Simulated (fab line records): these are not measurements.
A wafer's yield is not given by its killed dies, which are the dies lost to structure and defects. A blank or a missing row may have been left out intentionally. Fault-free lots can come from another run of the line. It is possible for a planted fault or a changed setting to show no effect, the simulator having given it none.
fab line records	flow n5_finfet
[record] lots = 24	wafers = 72	last_day = 18
route steps=1938 shown MOL_CONTACT_COAG@619 BEOL_M0_SAQP@634
lots untouched by any fault: they come from a run of this same line in which no faults occurred
start_h: start of the lot's first displayed wafer, in hours after the record's first day	wait_h: hours from the lot's prior step to this one	" as in the row above	L1.1+2: a single row standing in for several wafers	- either no value or no given start	* or withheld: withheld	< > ~ a bound
route shown NAME@n: NAME is a module with steps in the file, n the number in the route of the first one	usual: mean and standard deviation over wafers with no fault	same: alike in all rows	chamber/n: place in a boat	sites: the reading at each site	_std_site: standard deviation of those values	_edge_site: the outer-site mean with the inner-site mean subtracted	radius_mm: for every site, how far away it sits from the centre of the wafer	mask NAME#n: copy n	behind: the last tool/chamber to shape the wafer	hold: what put the lot on hold/how long, in hours/how the hold closed	device: which transistor (n, p or np) failed to switch	end of line: at the end of the route, the tests of the same wafers	for a step that has no rows: nothing shown but its recipe	killed: count of dies lost to structure and defects at first sort (not the wafer's yield)	map: shows each die of a wafer: x if killed, . if not, _ if none is there
set.NAME: the setting as run; set.NAME@STEP: as run at that earlier step	model.NAME: the simulator's own value behind a step, which no gauge read
one table for each step of the route and one row for each wafer, over a sample of lots
services: when a tool's chamber went out of use (start_h, in hours from the record's first day, below 0 if earlier), for how many hours, and the reason
[[steps]]
[step N5_MOL_CONTACT_COAG_STRIP_49]
[recipe] chemistry = N2/H2	time_s = 30	power_w = 1000	temp_c = 250	pressure_mtorr = withheld	n2_flow_sccm = 1750	h2_flow_sccm = 3250
[usual] drypump_motor_current_A = 5.4/0.45	h2_flow_sccm = 3251/10	heater_power_w = 333/24
lot.wafer	tool	chamber	start_h	wait_h	drypump_motor_current_A	h2_flow_sccm	heater_power_w	rf_hours_counter_h
L074.1	plasma_asher-02	1	99.48	-	5.0	3253	336	90
L074.2	"	0	"	"	5.7	3259	304	90
L074.3	"	1	"	"	5.0	3245	345	-
L075.1	plasma_asher-01	0	106.80	-	4.9	3250	324	45
L075.5	"	1	"	"	6.0	3253	357	-
L075.6	"	0	"	"	4.9	3250	329	-
L076.1	plasma_asher-02	0	110.86	-	5.7	3252	309	92
L076.3	"	0	"	"	5.8	3232	290	-
L076.4	"	1	"	"	5.0	3245	337	-
L077.1	plasma_asher-02	0	115.30	-	5.7	3256	297	93
L077.5	"	0	"	"	5.7	3240	293	-
L077.6	"	1	"	"	5.0	3235	342	-
L078.3	plasma_asher-02	1	123.90	-	5.0	3245	352	-
L078.4	"	0	"	"	5.7	3245	299	-
L078.6	"	1	"	"	5.0	3257	344	-
L079.2	plasma_asher-01	0	127.47	-	5.0	3260	322	49
L079.3	"	0	"	"	4.9	3259	332	-
L079.4	"	1	"	"	6.1	3232	356	-
L080.1	plasma_asher-01	0	137.73	-	5.0	3255	339	51
L080.3	"	1	"	"	6.0	3253	357	-
L080.5	"	1	"	"	6.0	3255	360	-
L081.1	plasma_asher-02	0	145.05	-	5.7	3238	300	98
L081.4	"	1	"	"	5.0	3246	344	-
L081.6	"	0	"	"	5.7	3240	301	-
L082.1	plasma_asher-02	0	145.55	-	5.8	3252	299	98
L082.4	"	1	"	"	5.0	3256	352	-
L082.5	"	1	"	"	5.0	3251	349	-
L083.2	plasma_asher-01	1	151.81	-	6.0	3240	357	54
L083.5	"	0	"	"	5.0	3248	323	-
L083.6	"	1	"	"	6.0	3255	361	-
L084.1	plasma_asher-01	1	163.01	-	6.0	3265	367	56
L084.4	"	1	"	"	6.0	3256	357	-
L084.5	"	1	"	"	5.9	3264	363	-
L085.1	plasma_asher-01	1	169.71	-	6.0	3235	347	58
L085.4	"	0	"	"	4.9	3250	328	-
L085.6	"	0	"	"	4.9	3262	322	-
L086.1	plasma_asher-01	0	170.40	-	5.0	3265	327	58
L086.4	"	0	"	"	5.0	3264	333	-
L086.5	"	1	"	"	6.0	3263	354	-
L087.3	plasma_asher-02	0	180.15	-	5.7	3251	303	-
L087.4	"	1	"	"	5.0	3253	343	-
L087.6	"	1	"	"	5.0	3263	340	-
L088.1	plasma_asher-01	1	189.43	-	6.0	3274	364	61
L088.2	"	0	"	"	4.9	3256	322	61
L088.6	"	0	"	"	4.9	3246	329	-
L089.1	plasma_asher-02	0	192.65	-	5.7	3245	302	107
L089.2	"	1	"	"	5.0	3250	354	107
L089.4	"	1	"	"	5.0	3249	346	-
L090.1	plasma_asher-02	1	199.08	-	5.0	3243	356	109
L090.2	"	0	"	"	5.7	3219	301	109
L090.3	"	1	"	"	5.0	3235	349	-
L092.1	plasma_asher-02	1	207.99	-	5.0	3264	350	111
L092.2	"	0	"	"	5.7	3247	301	111
L092.3	"	0	"	"	5.7	3239	306	-
L091.1	plasma_asher-02	1	213.85	-	5.0	3264	352	112
L091.4	"	1	"	"	5.0	3240	340	-
L091.6	"	1	"	"	5.0	3259	351	-
L093.3	plasma_asher-01	1	216.38	-	6.0	3254	366	-
L093.4	"	0	"	"	4.9	3254	328	-
L093.6	"	0	"	"	5.0	3247	324	-
L094.1	plasma_asher-02	1	220.48	-	5.0	3234	352	113
L094.4	"	1	"	"	5.0	3243	355	-
L094.6	"	0	"	"	5.7	3250	307	-
L095.2	plasma_asher-02	0	224.49	-	5.7	3246	301	114
L095.3	"	0	"	"	5.7	3235	303	-
L095.6	"	0	"	"	5.7	3240	303	-
L096.1	plasma_asher-01	0	231.29	-	5.0	3258	316	69
L096.2	"	1	"	"	6.0	3256	371	69
L096.5	"	1	"	"	6.0	3258	369	-
L097.1	plasma_asher-01	1	244.60	-	6.0	3259	358	71
L097.4	"	1	"	"	6.0	3240	368	-
L097.6	"	0	"	"	4.9	3254	327	-
[step N5_MOL_CONTACT_COAG_CMP_52]
[recipe] stop_on = SiO2	t_overpolish_s = 1.5	post_cmp_clean = w_dilute_nh4oh	down_force_psi = 4	platen_rpm = 50.289	pad_velocity_m_s = 1.0006	target_thk_nm = 66.5
[usual] motor_current_A = 12.2/1.3	overpolish_run_s = 1.500/0.0089	retaining_ring_pressure_frac = 1.000/0.0045	time_to_endpoint_s = 13.1/2.2
lot.wafer	tool	chamber	start_h	wait_h	motor_current_A	overpolish_run_s	retaining_ring_pressure_frac	time_to_endpoint_s
L074.1	cmp-01	2	100.12	0.1	11.3	1.501	1.000	14.5
L074.3	"	3	"	"	12.6	1.503	1.000	14.8
L074.2	"	0	"	"	11.1	1.501	1.004	14.9
L075.1	cmp-03	0	107.45	0.1	11.4	1.490	1.014	14.9
L075.6	"	3	"	"	15.0	1.486	1.001	15.9
L075.5	"	0	"	"	11.5	1.486	1.002	14.0
L076.4	cmp-04	3	111.81	0.0	11.3	1.500	1.001	12.8
L076.1	"	0	"	"	10.5	1.510	0.992	12.6
L076.3	"	1	"	"	12.5	1.501	0.999	12.1
L077.1	cmp-01	0	116.23	0.0	11.2	1.515	1.006	13.1
L077.6	"	0	"	"	11.2	1.508	0.997	12.0
L077.5	"	1	"	"	12.6	1.510	0.999	14.8
L078.4	cmp-04	1	124.48	0.0	12.1	1.484	0.998	11.9
L078.3	"	2	"	"	13.7	1.486	1.001	11.7
L078.6	"	1	"	"	12.5	1.508	0.997	13.0
L079.4	cmp-03	1	128.06	0.0	11.3	1.496	1.005	13.6
L079.3	"	2	"	"	12.8	1.491	0.994	13.2
L079.2	"	3	"	"	16.2	1.503	0.991	14.1
L080.1	cmp-01	3	138.33	0.0	12.5	1.505	0.999	13.4
L080.3	"	0	"	"	11.6	1.506	0.999	13.6
L080.5	"	3	"	"	12.6	1.503	1.000	13.5
L081.1	cmp-01	2	145.65	0.0	11.3	1.503	1.001	17.6
L081.4	"	0	"	"	11.7	1.502	1.005	17.7
L081.6	"	3	"	"	13.1	1.498	1.006	16.7
L082.1	cmp-03	0	146.16	0.0	11.1	1.513	1.005	14.1
L082.4	"	1	"	"	11.4	1.506	0.997	13.3
L082.5	"	1	"	"	11.0	1.496	1.004	13.7
L083.2	cmp-04	3	152.88	0.5	11.5	1.509	1.007	10.3
L083.5	"	1	"	"	12.4	1.486	1.003	10.7
L083.6	"	2	"	"	13.1	1.500	1.003	9.6
L084.1	cmp-01	0	163.64	0.0	11.7	1.492	1.002	17.2
L084.4	"	3	"	"	12.6	1.507	0.999	18.2
L084.5	"	0	"	"	11.7	1.498	1.009	17.4
L085.4	cmp-04	0	170.34	0.0	10.6	1.487	0.995	14.5
L085.1	"	2	"	"	13.7	1.515	0.999	13.9
L085.6	"	1	"	"	11.4	1.510	1.001	11.8
L086.4	cmp-04	2	171.33	0.0	13.7	1.509	0.992	14.2
L086.1	"	3	"	"	11.0	1.490	1.001	10.9
L086.5	"	2	"	"	13.9	1.496	0.997	12.2
L087.4	cmp-03	3	180.76	0.1	15.9	1.497	1.003	8.9
L087.3	"	0	"	"	11.1	1.482	0.994	12.5
L087.6	"	3	"	"	15.8	1.494	1.007	10.1
L088.2	cmp-01	2	190.07	0.1	11.1	1.495	0.997	14.7
L088.1	"	3	"	"	11.9	1.507	0.995	15.3
L088.6	"	2	"	"	11.1	1.498	0.998	15.6
L089.2	cmp-01	1	193.26	0.0	12.2	1.491	1.002	14.7
L089.1	"	2	"	"	11.3	1.505	1.000	12.0
L089.4	"	0	"	"	11.9	1.491	1.011	14.6
L090.2	cmp-01	2	199.72	0.1	11.3	1.498	1.006	16.0
L090.3	"	3	"	"	12.8	1.516	0.999	13.1
L090.1	"	0	"	"	11.3	1.492	1.006	14.6
L092.2	cmp-04	1	208.59	0.0	12.0	1.499	1.001	11.6
L092.3	"	2	"	"	13.0	1.504	1.000	13.5
L092.1	"	3	"	"	11.3	1.514	1.008	11.4
L091.1	cmp-04	2	214.54	0.1	14.7	1.508	1.004	17.3
L091.4	"	3	"	"	11.4	1.490	1.003	14.0
L091.6	"	0	"	"	10.9	1.500	0.999	9.0
L093.4	cmp-03	2	216.96	0.0	12.9	1.481	1.003	14.3
L093.3	"	3	"	"	16.2	1.515	0.999	11.1
L093.6	"	3	"	"	15.6	1.497	1.000	10.9
L094.4	cmp-03	0	221.08	0.0	11.2	1.516	0.999	11.1
L094.1	"	1	"	"	11.2	1.514	1.000	13.8
L094.6	"	1	"	"	12.0	1.507	1.008	11.8
L095.2	cmp-03	2	225.09	0.0	12.3	1.491	0.991	11.6
L095.3	"	1	"	"	11.4	1.499	1.003	9.7
L095.6	"	2	"	"	12.6	1.502	0.990	11.2
L096.1	cmp-01	1	231.98	0.1	12.5	1.487	1.006	14.8
L096.2	"	2	"	"	10.9	1.502	0.994	13.5
L096.5	"	0	"	"	12.1	1.510	1.000	16.5
L097.1	cmp-01	3	245.27	0.1	12.9	1.495	1.005	14.2
L097.4	"	0	"	"	11.2	1.508	1.000	13.5
L097.6	"	2	"	"	11.3	1.503	1.002	14.3
[step N5_BEOL_M0_SAQP_HM_DEP_02]
[recipe] material = TiN	target_thk_a = 120	temp_c = 25	chamber_pressure_pa = 0.49996
[usual] throttle_valve_pct = 30.1/1
lot.wafer	tool	chamber	start_h	wait_h	throttle_valve_pct
L074.1	pvd_sputter-01	-	105.15	1.3	29.4
L074.2	"	-	"	"	29.7
L074.3	"	-	"	"	30.0
L075.1	pvd_sputter-03	-	112.19	1.1	30.1
L075.5	"	-	"	"	30.1
L075.6	"	-	"	"	31.4
L076.1	pvd_sputter-01	-	117.27	1.7	29.8
L076.3	"	-	"	"	32.1
L076.4	"	-	"	"	29.8
L077.1	pvd_sputter-01	-	121.39	1.4	29.7
L077.5	"	-	"	"	29.4
L077.6	"	-	"	"	32.0
L078.3	pvd_sputter-01	-	129.01	0.8	32.0
L078.4	"	-	"	"	29.6
L078.6	"	-	"	"	29.5
L079.2	pvd_sputter-02	-	131.88	0.1	29.7
L079.3	"	-	"	"	30.6
L079.4	"	-	"	"	28.1
L080.1	pvd_sputter-03	-	142.09	0.0	30.1
L080.3	"	-	"	"	29.9
L080.5	"	-	"	"	28.4
L081.1	pvd_sputter-03	-	151.87	2.5	30.5
L081.4	"	-	"	"	31.1
L081.6	"	-	"	"	30.5
L082.1	pvd_sputter-03	-	152.95	0.6	30.3
L082.4	"	-	"	"	30.1
L082.5	"	-	"	"	29.9
L083.2	pvd_sputter-02	-	156.57	0.0	30.7
L083.5	"	-	"	"	29.5
L083.6	"	-	"	"	31.0
L084.1	pvd_sputter-03	-	168.43	1.1	31.3
L084.4	"	-	"	"	28.6
L084.5	"	-	"	"	31.2
L085.1	pvd_sputter-01	-	174.61	0.6	31.8
L085.4	"	-	"	"	29.3
L085.6	"	-	"	"	29.8
L086.1	pvd_sputter-03	-	177.62	0.6	28.3
L086.4	"	-	"	"	31.4
L086.5	"	-	"	"	28.3
L087.3	pvd_sputter-01	-	185.87	1.4	30.2
L087.4	"	-	"	"	29.6
L087.6	"	-	"	"	29.7
L088.1	pvd_sputter-03	-	194.23	0.5	30.1
L088.2	"	-	"	"	31.3
L088.6	"	-	"	"	31.1
L089.1	pvd_sputter-03	-	197.02	0.0	30.2
L089.2	"	-	"	"	28.4
L089.4	"	-	"	"	30.6
L090.1	pvd_sputter-02	-	207.05	3.6	31.0
L090.2	"	-	"	"	28.3
L090.3	"	-	"	"	30.5
L092.1	pvd_sputter-01	-	214.68	2.4	29.5
L092.2	"	-	"	"	31.9
L092.3	"	-	"	"	29.8
L091.1	pvd_sputter-02	-	219.37	1.2	30.6
L091.4	"	-	"	"	28.1
L091.6	"	-	"	"	28.3
L093.3	pvd_sputter-03	-	223.66	2.5	31.5
L093.4	"	-	"	"	30.5
L093.6	"	-	"	"	31.4
L094.1	pvd_sputter-01	-	225.75	0.9	32.2
L094.4	"	-	"	"	29.6
L094.6	"	-	"	"	31.9
L095.2	pvd_sputter-01	-	229.13	0.3	30.0
L095.3	"	-	"	"	32.1
L095.6	"	-	"	"	29.6
L096.1	pvd_sputter-03	-	236.04	0.4	28.5
L096.2	"	-	"	"	30.6
L096.5	"	-	"	"	29.9
L097.1	pvd_sputter-03	-	249.91	1.0	28.6
L097.4	"	-	"	"	31.3
L097.6	"	-	"	"	28.3
[step N5_BEOL_M0_SAQP_ETCH_83]
[recipe] chemistry = CF4	target = SiARC	target_depth_a = 390	mask_material = CAR-ArF	time_s = 65	ion_energy_ev = 80	pressure_mtorr = 40	source_w = 545	bias_w = 36	Ar_flow_sccm = 100	cf4_flow_sccm = 100	ends = cleared
[usual] drypump_motor_current_A = 5.7/0.33	etch_rf_on_time_s = 64.9/0.99	oes_product_au = 0.67/0.07	rf_vpp_V = 183.7/1.2	showerhead_plenum_p_Torr = 2.12/0.079	throttle_valve_pct = 15.67/0.22
lot.wafer	tool	chamber	start_h	wait_h	drypump_motor_current_A	etch_rf_on_time_s	oes_product_au	rf_hours_counter_h	rf_vpp_V	showerhead_plenum_p_Torr	throttle_valve_pct
L074.1	rie_diel-05	0	106.07	0.0	6.1	64.5	0.64	141	184.9	2.15	15.61
L074.2	"	1	"	"	5.2	64.3	0.81	3	182.6	2.11	15.48
L074.3	"	2	"	"	6.0	65.7	0.62	183	185.3	2.21	15.46
L075.1	rie_diel-06	3	113.14	0.0	5.3	67.1	0.58	244	183.2	2.03	15.66
L075.5	"	1	"	"	5.9	64.3	0.67	-	181.4	2.00	15.99
L075.6	"	2	"	"	5.9	65.7	0.64	-	182.5	2.06	15.89
L076.1	rie_diel-05	1	118.25	0.0	5.2	63.3	0.79	8	183.7	2.11	15.47
L076.3	"	2	"	"	6.0	64.5	0.62	188	185.8	2.21	15.44
L076.4	"	2	"	"	6.0	64.4	0.62	-	186.2	2.21	15.45
L077.1	rie_diel-06	1	122.34	0.0	5.9	63.8	0.67	117	183.4	2.00	15.99
L077.5	"	3	"	"	5.3	66.6	0.59	-	183.1	2.03	15.66
L077.6	"	2	"	"	5.9	64.9	0.63	-	183.5	2.06	15.92
L078.3	rie_diel-05	1	129.94	0.0	5.2	63.5	0.79	11	183.8	2.10	15.50
L078.4	"	3	"	"	5.5	63.5	0.87	0	184.6	2.11	15.35
L078.6	"	1	"	"	5.2	63.3	0.79	-	184.2	2.11	15.48
L079.2	rie_diel-06	2	132.93	0.0	5.9	66.1	0.63	149	183.3	2.06	15.92
L079.3	"	0	"	"	5.8	65.8	0.70	92	184.2	2.25	15.60
L079.4	"	3	"	"	5.3	67.5	0.58	249	183.1	2.03	15.66
L080.1	rie_diel-05	0	142.90	0.0	6.2	63.8	0.63	151	184.1	2.15	15.61
L080.3	"	3	"	"	5.6	63.8	0.84	3	184.6	2.11	15.33
L080.5	"	0	"	"	6.2	63.7	0.63	-	185.1	2.15	15.62
L081.1	rie_diel-06	1	153.30	0.0	5.9	64.6	0.66	126	181.9	1.99	16.00
L081.4	"	2	"	"	5.8	66.4	0.63	-	183.7	2.06	15.93
L081.6	"	2	"	"	5.9	66.2	0.62	-	182.3	2.06	15.93
L082.1	rie_diel-06	1	154.05	0.0	6.0	64.2	0.66	126	183.5	1.99	16.01
L082.4	"	1	"	"	5.9	64.7	0.66	-	180.8	1.99	16.01
L082.5	"	2	"	"	5.9	65.3	0.63	-	182.2	2.06	15.94
L083.2	rie_diel-06	3	157.42	0.0	5.3	67.6	0.57	254	184.0	2.03	15.69
L083.5	"	2	"	"	5.9	65.6	0.63	-	184.1	2.06	15.92
L083.6	"	3	"	"	5.3	68.0	0.57	-	182.5	2.03	15.68
L084.1	rie_diel-05	0	169.41	0.0	6.2	63.2	0.63	160	184.1	2.15	15.63
L084.4	"	1	"	"	5.2	63.5	0.76	22	183.6	2.10	15.51
L084.5	"	0	"	"	6.2	63.7	0.62	-	184.1	2.15	15.63
L085.1	rie_diel-06	0	175.42	0.0	5.7	66.1	0.70	102	186.7	2.24	15.63
L085.4	"	1	"	"	5.9	65.3	0.65	-	182.4	1.99	16.03
L085.6	"	2	"	"	5.9	66.3	0.62	-	182.2	2.06	15.95
L086.1	rie_diel-05	3	178.68	0.0	5.6	64.3	0.81	13	184.2	2.11	15.39
L086.4	"	0	"	"	6.2	64.9	0.62	162	183.8	2.15	15.65
L086.5	"	2	"	"	6.0	64.7	0.62	-	184.5	2.21	15.47
L087.3	rie_diel-02	3	186.91	0.0	5.5	66.0	0.64	161	183.6	2.14	15.74
L087.4	"	3	"	"	5.5	66.1	0.63	-	183.4	2.14	15.74
L087.6	"	1	"	"	6.3	64.5	0.67	-	185.5	2.25	15.92
L088.1	rie_diel-05	3	195.19	0.0	5.6	64.1	0.80	17	183.2	2.11	15.36
L088.2	"	1	"	"	5.2	63.4	0.75	28	183.7	2.10	15.54
L088.6	"	1	"	"	5.2	63.7	0.75	-	183.3	2.10	15.53
L089.1	rie_diel-02	3	197.96	0.0	5.5	66.1	0.64	164	183.0	2.14	15.77
L089.2	"	1	"	"	6.3	64.3	0.67	106	186.4	2.25	15.93
L089.4	"	0	"	"	5.4	65.4	0.59	243	184.7	2.19	15.67
L090.1	rie_diel-02	0	208.08	0.0	5.4	64.9	0.60	247	184.1	2.19	15.70
L090.2	"	2	"	"	5.4	64.6	0.67	118	182.6	2.06	15.50
L090.3	"	1	"	"	6.3	64.5	0.67	109	185.2	2.24	15.95
L092.1	rie_diel-05	0	215.60	0.0	6.1	63.7	0.62	173	184.3	2.14	15.67
L092.2	"	3	"	"	5.5	64.3	0.79	24	184.7	2.11	15.39
L092.3	"	1	"	"	5.2	64.0	0.73	34	183.3	2.10	15.55
L091.1	rie_diel-06	1	220.20	0.0	5.9	64.2	0.64	147	181.9	1.99	16.05
L091.4	"	0	"	"	5.7	65.8	0.69	116	185.0	2.24	15.65
L091.6	"	0	"	"	5.7	65.4	0.69	-	184.6	2.24	15.65
L093.3	rie_diel-05	0	224.51	0.0	6.1	63.9	0.62	175	184.3	2.14	15.68
L093.4	"	2	"	"	6.1	64.1	0.61	216	183.5	2.20	15.51
L093.6	"	0	"	"	6.1	63.4	0.62	-	183.8	2.14	15.67
L094.1	rie_diel-05	0	226.77	0.0	6.2	64.8	0.61	176	185.2	2.14	15.67
L094.4	"	2	"	"	6.0	65.3	0.60	217	184.8	2.20	15.49
L094.6	"	1	"	"	5.2	64.5	0.74	-	184.7	2.10	15.55
L095.2	rie_diel-05	0	230.18	0.0	6.1	64.3	0.61	177	184.0	2.14	15.68
L095.3	"	2	"	"	6.0	65.7	0.60	218	184.6	2.20	15.50
L095.6	"	3	"	"	5.6	64.4	0.77	-	182.7	2.10	15.41
L096.1	rie_diel-02	2	237.00	0.0	5.5	64.7	0.66	129	182.3	2.06	15.52
L096.2	"	3	"	"	5.5	65.4	0.64	178	183.0	2.13	15.77
L096.5	"	2	"	"	5.5	65.5	0.66	-	183.6	2.06	15.51
L097.1	rie_diel-06	3	250.73	0.0	5.3	63.9	0.79	21	184.8	2.28	15.22
L097.4	"	2	"	"	5.9	65.8	0.60	185	182.4	2.05	15.98
L097.6	"	0	"	"	5.7	65.4	0.68	-	183.1	2.24	15.68
[step N5_BEOL_M0_SAQP_ETCH_102]
[recipe] chemistry = CF4	target = SiO2	target_depth_a = 40	ion_energy_ev = 350	time_s = 4.4	pressure_mtorr = 10	icp_w = 800	bias_w = 400	cf4_flow_sccm = 80
[usual] drypump_motor_current_A = 5.8/0.48	oes_product_au = 0.995/0.013	throttle_valve_pct = 21.63/0.25
lot.wafer	tool	chamber	start_h	wait_h	drypump_motor_current_A	oes_product_au	rf_hours_counter_h	throttle_valve_pct
L074.1	rie_si-02	0	108.33	0.1	4.9	0.978	162	21.80
L074.2	"	1	"	"	6.2	0.964	153	21.54
L074.3	"	3	"	"	6.3	0.999	119	21.55
L075.1	rie_si-05	1	115.05	0.1	5.7	0.995	87	21.33
L075.5	"	3	"	"	6.1	1.001	-	21.41
L075.6	"	2	"	"	4.8	0.994	-	21.39
L076.1	rie_si-04	2	120.09	0.1	6.1	1.014	78	21.73
L076.3	"	1	"	"	6.1	0.995	5	21.43
L076.4	"	3	"	"	5.5	1.004	81	21.89
L077.1	rie_si-04	2	124.29	0.1	6.0	1.018	78	21.73
L077.5	"	2	"	"	6.1	1.010	-	21.74
L077.6	"	3	"	"	5.5	1.010	-	21.89
L078.3	rie_si-04	1	131.96	0.1	6.1	0.998	5	21.42
L078.4	"	0	"	"	5.7	0.979	180	22.24
L078.6	"	3	"	"	5.5	1.008	-	21.88
L079.2	rie_si-04	2	134.60	0.1	6.1	1.004	78	21.75
L079.3	"	1	"	"	6.1	0.999	5	21.43
L079.4	"	0	"	"	5.7	0.981	180	22.24
L080.1	rie_si-05	3	144.57	0.1	6.1	1.000	109	21.42
L080.3	"	1	"	"	5.8	0.994	88	21.35
L080.5	"	3	"	"	6.1	0.999	-	21.42
L081.1	rie_si-05	1	155.32	0.1	5.8	1.001	88	21.33
L081.4	"	3	"	"	6.1	1.003	-	21.43
L081.6	"	1	"	"	5.8	0.997	-	21.35
L082.1	rie_si-04	3	156.68	0.1	5.5	1.013	81	21.89
L082.4	"	0	"	"	5.8	0.990	181	22.22
L082.5	"	1	"	"	6.1	0.993	-	21.41
L083.2	rie_si-05	2	159.10	0.1	4.9	0.992	154	21.39
L083.5	"	1	"	"	5.7	0.993	-	21.34
L083.6	"	3	"	"	6.1	1.005	-	21.44
L084.1	rie_si-02	2	171.08	0.1	6.0	0.993	5	21.89
L084.4	"	1	"	"	6.2	0.974	155	21.54
L084.5	"	2	"	"	6.0	0.989	-	21.89
L085.1	rie_si-05	0	177.45	0.1	6.0	0.996	0	21.61
L085.4	"	3	"	"	6.1	1.007	110	21.44
L085.6	"	3	"	"	6.1	0.998	-	21.43
L086.1	rie_si-02	2	181.07	0.1	6.0	0.995	5	21.89
L086.4	"	1	"	"	6.2	0.963	155	21.53
L086.5	"	2	"	"	6.0	0.994	-	21.89
L087.3	rie_si-02	1	188.71	0.1	6.2	0.978	155	21.51
L087.4	"	3	"	"	6.3	1.008	121	21.54
L087.6	"	0	"	"	4.9	0.971	-	21.80
L088.1	rie_si-04	0	196.96	0.1	5.8	0.984	182	22.23
L088.2	"	3	"	"	5.5	1.021	82	21.89
L088.6	"	2	"	"	6.1	1.007	-	21.75
L089.1	rie_si-05	1	200.01	0.1	5.7	0.999	89	21.34
L089.2	"	2	"	"	4.8	0.996	155	21.39
L089.4	"	0	"	"	6.0	1.001	0	21.61
L090.1	rie_si-02	1	209.93	0.1	6.2	0.970	155	21.54
L090.2	"	3	"	"	6.3	0.998	121	21.55
L090.3	"	0	"	"	4.9	0.967	164	21.79
L092.1	rie_si-02	1	217.33	0.1	6.2	0.973	155	21.55
L092.2	"	2	"	"	6.0	0.998	5	21.88
L092.3	"	3	"	"	6.3	1.007	121	21.55
L091.1	rie_si-05	2	223.49	0.1	4.8	0.985	155	21.40
L091.4	"	3	"	"	6.1	0.993	111	21.42
L091.6	"	2	"	"	4.8	1.005	-	21.40
L093.3	rie_si-05	2	226.24	0.1	4.9	1.007	155	21.42
L093.4	"	0	"	"	6.0	1.012	1	21.60
L093.6	"	0	"	"	6.0	1.001	-	21.60
L094.1	rie_si-05	1	230.44	0.1	5.8	0.987	90	21.33
L094.4	"	2	"	"	4.8	0.996	155	21.40
L094.6	"	1	"	"	5.8	0.987	-	21.33
L095.2	rie_si-02	0	232.20	0.1	4.9	0.983	164	21.80
L095.3	"	1	"	"	6.2	0.970	156	21.55
L095.6	"	2	"	"	6.0	0.994	-	21.89
L096.1	rie_si-02	0	239.18	0.1	4.9	0.974	164	21.79
L096.2	"	1	"	"	6.2	0.968	156	21.53
L096.5	"	0	"	"	4.9	0.963	-	21.81
L097.1	rie_si-04	0	252.40	0.1	5.7	0.994	183	22.24
L097.4	"	2	"	"	6.1	1.024	80	21.74
L097.6	"	0	"	"	5.8	0.992	-	22.24
[step N5_BEOL_M0_SAQP_RECESS_109]
[recipe] chemistry = HF/NH3	target = SiO2	target_depth_a = 30	afs_cycles = 1	temp_c = 30	sublimation_temp_c = 180	sublimation_time_s = 60
[usual] drypump_motor_current_A = 5.4/0.31
lot.wafer	tool	chamber	start_h	wait_h	drypump_motor_current_A
L074.1	vapor_etch-01	1	110.40	0.0	5.3
L074.2	"	0	"	"	5.4
L074.3	"	0	"	"	5.4
L075.1	vapor_etch-01	1	115.77	0.0	5.3
L075.5	"	1	"	"	5.3
L075.6	"	0	"	"	5.3
L076.1	vapor_etch-02	0	120.93	0.2	5.8
L076.3	"	1	"	"	5.0
L076.4	"	0	"	"	5.8
L077.1	vapor_etch-02	1	125.01	0.0	5.1
L077.5	"	1	"	"	5.0
L077.6	"	0	"	"	5.8
L078.3	vapor_etch-02	1	132.83	0.1	5.1
L078.4	"	0	"	"	5.8
L078.6	"	0	"	"	5.8
L079.2	vapor_etch-02	1	135.33	0.0	5.0
L079.3	"	1	"	"	5.1
L079.4	"	0	"	"	5.8
L080.1	vapor_etch-02	0	145.29	0.0	5.8
L080.3	"	0	"	"	5.8
L080.5	"	0	"	"	5.8
L081.1	vapor_etch-01	1	156.17	0.0	5.4
L081.4	"	1	"	"	5.4
L081.6	"	1	"	"	5.3
L082.1	vapor_etch-01	1	157.41	0.0	5.3
L082.4	"	0	"	"	5.4
L082.5	"	0	"	"	5.3
L083.2	vapor_etch-01	0	159.83	0.0	5.4
L083.5	"	1	"	"	5.3
L083.6	"	0	"	"	5.3
L084.1	vapor_etch-02	0	171.80	0.0	5.8
L084.4	"	1	"	"	5.1
L084.5	"	1	"	"	5.1
L085.1	vapor_etch-02	0	178.29	0.0	5.9
L085.4	"	0	"	"	5.8
L085.6	"	1	"	"	5.1
L086.1	vapor_etch-02	1	181.79	0.0	5.0
L086.4	"	1	"	"	5.0
L086.5	"	0	"	"	5.8
L087.3	vapor_etch-01	1	189.48	0.1	5.4
L087.4	"	0	"	"	5.4
L087.6	"	1	"	"	5.4
L088.1	vapor_etch-01	0	197.88	0.0	5.3
L088.2	"	1	"	"	5.3
L088.6	"	0	"	"	5.3
L089.1	vapor_etch-02	1	200.73	0.0	5.1
L089.2	"	0	"	"	5.8
L089.4	"	0	"	"	5.8
L090.1	vapor_etch-02	0	210.77	0.0	5.8
L090.2	"	1	"	"	5.1
L090.3	"	0	"	"	5.8
L092.1	vapor_etch-02	1	218.15	0.0	5.1
L092.2	"	0	"	"	5.8
L092.3	"	0	"	"	5.8
L091.1	vapor_etch-02	1	224.23	0.0	5.1
L091.4	"	0	"	"	5.9
L091.6	"	1	"	"	5.0
L093.3	vapor_etch-02	0	227.00	0.1	5.8
L093.4	"	1	"	"	5.0
L093.6	"	1	"	"	5.0
L094.1	vapor_etch-02	1	231.48	0.3	5.1
L094.4	"	1	"	"	5.1
L094.6	"	0	"	"	5.8
L095.2	vapor_etch-02	1	233.40	0.4	5.1
L095.3	"	0	"	"	5.8
L095.6	"	0	"	"	5.8
L096.1	vapor_etch-01	1	239.99	0.1	5.3
L096.2	"	0	"	"	5.3
L096.5	"	0	"	"	5.3
L097.1	vapor_etch-01	1	253.13	0.0	5.3
L097.4	"	1	"	"	5.3
L097.6	"	0	"	"	5.3
[[services]]
tool	chamber	start_h	hours	kind
cmp-01	-	80.62	2.4	repair
cmp-03	-	93.06	3.3	repair
rie_si-05	0	93.95	2.6	repair
rie_si-02	3	99.00	7.2	repair
cmp-03	-	102.10	1.4	repair
rie_diel-06	3	106.80	1.2	repair
vapor_etch-02	-	107.69	2.8	pm
rie_diel-06	-	110.12	0.7	repair
cmp-03	-	115.28	1.9	repair
cmp-03	-	122.34	0.2	repair
pvd_sputter-03	-	123.26	7.9	repair
vapor_etch-01	-	127.12	1.1	repair
cmp-04	-	134.97	0.8	repair
cmp-01	-	139.81	3.7	pm
cmp-04	-	145.28	1.4	repair
cmp-03	-	150.85	4.0	pm
rie_diel-06	0	151.75	8.8	repair
plasma_asher-02	-	160.82	2.8	pm
rie_si-05	0	179.77	2.8	repair
cmp-01	-	182.05	0.7	repair
rie_diel-06	1	185.66	1.9	repair
cmp-04	-	191.68	0.3	repair
vapor_etch-01	-	219.46	14.6	pm
cmp-01	-	247.09	1.8	repair
[[key]]
fault none
